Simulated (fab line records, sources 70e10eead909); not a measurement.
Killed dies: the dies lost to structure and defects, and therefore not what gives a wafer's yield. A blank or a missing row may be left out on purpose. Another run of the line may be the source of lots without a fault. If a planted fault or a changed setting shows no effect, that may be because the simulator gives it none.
Commonality check across tools	flow nand-harc	2 lots, 6 wafers sampled

== REASON IT WAS OPENED ==
On 2 of the 2 lots, a flag is raised at NHARC_END_SORT_01 on the reading killed-at-array. No-fault wafers: 59, standard deviation 24.
Rule: flag the lot when none of its wafers has a number, or when each of its wafers that has one lies beyond 4 standard deviations from that mean. The rest of the lots are taken to be sound.

lot	measured	on	killed-at-array, wafer by wafer	flag
L108	day 28 12:50	prober-01	219 195 219	FLAGGED
L106	day 28 12:53	prober-02	254 238 251	FLAGGED
The numbers of the flagged lots are 229 on average: +170 against the usual, or +7 standard deviations.

== TOOL THAT RAN EACH LOT ==
3 process steps preceding the reading are held in the record, out of 1302 steps in the route. Cell contents, in order: the tool; ch with the chambers the sampled wafers went through; the start.
lot	flag	NHARC_A_ONON_D2_DEP_12	NHARC_THIN_TSV_STRIP_62	NHARC_THIN_TSV_PVD_19
L108	FLAGGED	pecvd-onon-04 ch 0, day 16 04:56	plasma-asher-02 ch 0,1, day 28 01:43	pvd-sputter-02, day 28 04:53 or earlier
L106	FLAGGED	pecvd-onon-04 ch 0, day 16 01:58	plasma-asher-02 ch 0,1, day 28 00:27	pvd-sputter-02, day 28 03:47 or earlier
These steps, and what they do:
- NHARC_A_ONON_D2_DEP_12: target thk 1000 nm.
- NHARC_THIN_TSV_STRIP_62: strips in N2/H2, time 20 s.
- NHARC_THIN_TSV_PVD_19: deposits TaN, target thk 20 nm.
- NHARC_END_SORT_01

== FLAGGED AGAINST TOTAL, ONE TOOL AT A TIME (gauges that did the reading follow at the end) ==
step	tool	lots run	flagged	share of the flagged lots	sound lots run after its first flagged lot
NHARC_A_ONON_D2_DEP_12	pecvd-onon-04	2	2	all	0
NHARC_THIN_TSV_STRIP_62	plasma-asher-02	2	2	all	0
NHARC_THIN_TSV_PVD_19	pvd-sputter-02	2	2	all	0
NHARC_END_SORT_01	prober-01	1	1	some	0
NHARC_END_SORT_01	prober-02	1	1	some	0
With no start given for some of its lots, NHARC_THIN_TSV_PVD_19 uses the hours and lot order of NHARC_THIN_TSV_CD_MEAS_33.

== THE TABLE: WHAT IT ALLOWS ==
In the table, 3 rows ran each flagged lot (pecvd-onon-04 at NHARC_A_ONON_D2_DEP_12; plasma-asher-02 at NHARC_THIN_TSV_STRIP_62; pvd-sputter-02 at NHARC_THIN_TSV_PVD_19).
- pecvd-onon-04 at NHARC_A_ONON_D2_DEP_12 ran 2 lots, 2 of them flagged. The start can't be narrowed down: in this sample, it ran no sound lot prior to its first flagged lot.
- plasma-asher-02 at NHARC_THIN_TSV_STRIP_62 ran 2 lots, 2 of them flagged. The start can't be narrowed down: in this sample, it ran no sound lot prior to its first flagged lot.
- pvd-sputter-02 at NHARC_THIN_TSV_PVD_19 ran 2 lots, 2 of them flagged. The start can't be narrowed down: in this sample, it ran no sound lot prior to its first flagged lot.
A lot count leaves these 3 tools indistinguishable: every one of them fits a fault beginning at some hour. More lots, or a look at what each step does to the wafer, might.

== WHAT THE SIMULATOR HAD INSERTED ==
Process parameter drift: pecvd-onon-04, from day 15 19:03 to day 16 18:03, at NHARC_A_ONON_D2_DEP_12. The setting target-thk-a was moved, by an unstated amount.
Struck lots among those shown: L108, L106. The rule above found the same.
